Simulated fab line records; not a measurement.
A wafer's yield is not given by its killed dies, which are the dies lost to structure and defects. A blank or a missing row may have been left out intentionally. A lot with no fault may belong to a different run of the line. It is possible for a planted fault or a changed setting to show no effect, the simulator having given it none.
Which tool is to blame? / flow nand-harc / 33 wafers from 11 lots sampled at 3 of the route's 1302 steps

## WHAT THE GAUGES READ, wafer by wafer
NHARC_P_ZERO_WELL_CD_MEAS_24 targets a cd of 720 nm.
lot=L932; measured=day 1 22:28; on=cd-sem-02; cd-nm (nm)=721.2 719.8 720.9
lot=L933; measured=day 2 08:48; on=cd-sem-01; cd-nm (nm)=717.9 720.5 720.3
lot=L936; measured=day 3 14:29; on=cd-sem-03; cd-nm (nm)=722.3 720.1 720.6
lot=L937; measured=day 4 02:44; on=cd-sem-02; cd-nm (nm)=720.3 718.5 720.3
lot=L938; measured=day 4 10:20; on=cd-sem-03; cd-nm (nm)=719.7 720.2 719.4
lot=L943; measured=day 6 12:28; on=cd-sem-03; cd-nm (nm)=722.3 720.7 722.8
lot=L944; measured=day 6 22:31; on=cd-sem-01; cd-nm (nm)=719.8 718.1 719.5
lot=L946; measured=day 7 18:23; on=cd-sem-03; cd-nm (nm)=720.8 719.2 721.6
lot=L947; measured=day 8 04:31; on=cd-sem-03; cd-nm (nm)=711.7 713.1 714.2
lot=L949; measured=day 9 00:28; on=cd-sem-03; cd-nm (nm)=722.1 722.0 722.3
lot=L951; measured=day 9 20:29; on=cd-sem-01; cd-nm (nm)=718.8 723.0 720.7

## TOOL THAT RAN EACH LOT (tool first, then ch and the chambers of the sampled wafers, then the start)
lot=L932; NHARC_P_ZERO_WELL_DESCUM_13=rie-diel-07 ch 0,2,3, day 1 21:25; NHARC_P_ZERO_WELL_EXPOSE_21=krf-scanner-03 ch 0, day 1 22:19
lot=L933; NHARC_P_ZERO_WELL_DESCUM_13=rie-diel-07 ch 0,2,3, day 2 07:34; NHARC_P_ZERO_WELL_EXPOSE_21=krf-scanner-03 ch 0, day 2 08:38
lot=L936; NHARC_P_ZERO_WELL_DESCUM_13=rie-diel-07 ch 2,3, day 3 13:25; NHARC_P_ZERO_WELL_EXPOSE_21=krf-scanner-02 ch 0, day 3 14:20
lot=L937; NHARC_P_ZERO_WELL_DESCUM_13=rie-diel-11 ch 0,1,3, day 4 01:25; NHARC_P_ZERO_WELL_EXPOSE_21=krf-scanner-02 ch 0, day 4 02:35
lot=L938; NHARC_P_ZERO_WELL_DESCUM_13=rie-diel-07 ch 1,2,3, day 4 09:17; NHARC_P_ZERO_WELL_EXPOSE_21=krf-scanner-02 ch 0, day 4 10:11
lot=L943; NHARC_P_ZERO_WELL_DESCUM_13=rie-diel-07 ch 0,3, day 6 11:16; NHARC_P_ZERO_WELL_EXPOSE_21=krf-scanner-03 ch 0, day 6 12:19
lot=L944; NHARC_P_ZERO_WELL_DESCUM_13=rie-diel-06 ch 0,1, day 6 21:17; NHARC_P_ZERO_WELL_EXPOSE_21=krf-scanner-02 ch 0, day 6 22:22
lot=L946; NHARC_P_ZERO_WELL_DESCUM_13=rie-diel-07 ch 0,1,2, day 7 17:17; NHARC_P_ZERO_WELL_EXPOSE_21=krf-scanner-03 ch 0, day 7 18:14
lot=L947; NHARC_P_ZERO_WELL_DESCUM_13=rie-diel-06 ch 1,2,3, day 8 03:20; NHARC_P_ZERO_WELL_EXPOSE_21=krf-scanner-03 ch 0, day 8 04:22
lot=L949; NHARC_P_ZERO_WELL_DESCUM_13=rie-diel-06 ch 0,3, day 8 23:24; NHARC_P_ZERO_WELL_EXPOSE_21=krf-scanner-03 ch 0, day 9 00:18
lot=L951; NHARC_P_ZERO_WELL_DESCUM_13=rie-diel-07 ch 0,1,3, day 9 19:16; NHARC_P_ZERO_WELL_EXPOSE_21=krf-scanner-01 ch 0, day 9 20:20
- NHARC_P_ZERO_WELL_DESCUM_13: chemistry O2, time 3 s.
- NHARC_P_ZERO_WELL_EXPOSE_21: exposes mask P NWELL, target cd 720 nm.

## THE ANSWER, worked out from the rows above alone
Rule: the usual values come from the lots themselves. The widest of any qualifying gaps counts: lots, ordered by their means at a reading, are off when they make up no more than a third of the lots, leave a main group of 4 or more, and stand apart from it by 3 or more times the standard deviation of that group's means. Not used: any main group whose means are identical at the precision the tables above print for the reading. A lot without any number at a reading at which 4 lots or more have one is off too. The other lots that the step has rows for count as sound.
Off, at NHARC_P_ZERO_WELL_CD_MEAS_24 on cd-nm: L947. Mean 720.5 nm and standard deviation 0.95 in the main group.
A tool fits if, at a process step before that reading, it ran every lot that is off, and no sound lot after the first of them. The gauges at NHARC_P_ZERO_WELL_CD_MEAS_24 are tried like those tools. Not one of the candidates tried fits.

## WHAT THE SIMULATOR HAD INSERTED
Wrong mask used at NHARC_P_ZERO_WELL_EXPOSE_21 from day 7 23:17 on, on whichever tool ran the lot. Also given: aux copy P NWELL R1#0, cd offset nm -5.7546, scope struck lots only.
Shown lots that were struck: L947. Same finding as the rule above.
